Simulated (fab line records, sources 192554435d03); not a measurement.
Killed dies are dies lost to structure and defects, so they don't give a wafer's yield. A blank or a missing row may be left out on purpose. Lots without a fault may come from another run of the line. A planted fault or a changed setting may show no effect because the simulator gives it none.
Chamber matching | flow n5_finfet | N5_BEOL_M6_CMP_52 on cmp-01: 4 sister chambers
The step polishes, stops on SiCOH lowk, t overpolish 6.9 s, target thk 80 nm. 4 wafers are shown with their chamber, then 6 later ones without.

WAFERS WITH THEIR CHAMBER
wafer  | chamber | motor_current_A (A)
L845.4 | 0       | 5.9
L847.1 | 1       | 5.6
L847.4 | 3       | 6.5
L847.6 | 2       | 5.5

WAFERS WITHOUT THEIR CHAMBER
wafer  | motor_current_A (A)
L848.2 | 6.4
L848.3 | 5.2
L848.4 | 5.3
L849.1 | 5.2
L849.3 | 5.0
L849.6 | 5.2

WHICH CHAMBER EACH WENT THROUGH
wafer  | from the rows above          | in truth
L848.2 | can't be placed: 3 or 0      | 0
L848.3 | can't be placed: 2 or 1 or 0 | 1
L848.4 | can't be placed: 2 or 1 or 0 | 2
L849.1 | can't be placed: 2 or 1 or 0 | 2
L849.3 | can't be placed: 2 or 1 or 0 | 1
L849.6 | can't be placed: 2 or 1 or 0 | 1
Placed correctly: 0 of 6. Can't be placed from these rows: 6 (the true chamber is among the candidates in 6). Placed wrongly: 0.
How it was worked out, from the rows above alone: a wafer's distance from a chamber is the root of the sum, over the readings, of the square of ((its reading less the chamber's mean) divided by the reading's scatter). The wafer belongs to the nearest chamber; if the next one is less than 2 further off, it can't be placed. A chamber's mean is the mean of its shown wafers. The scatter: with one shown wafer a chamber, the root of the mean of the squares of how far each hidden wafer lies from its nearest shown one.
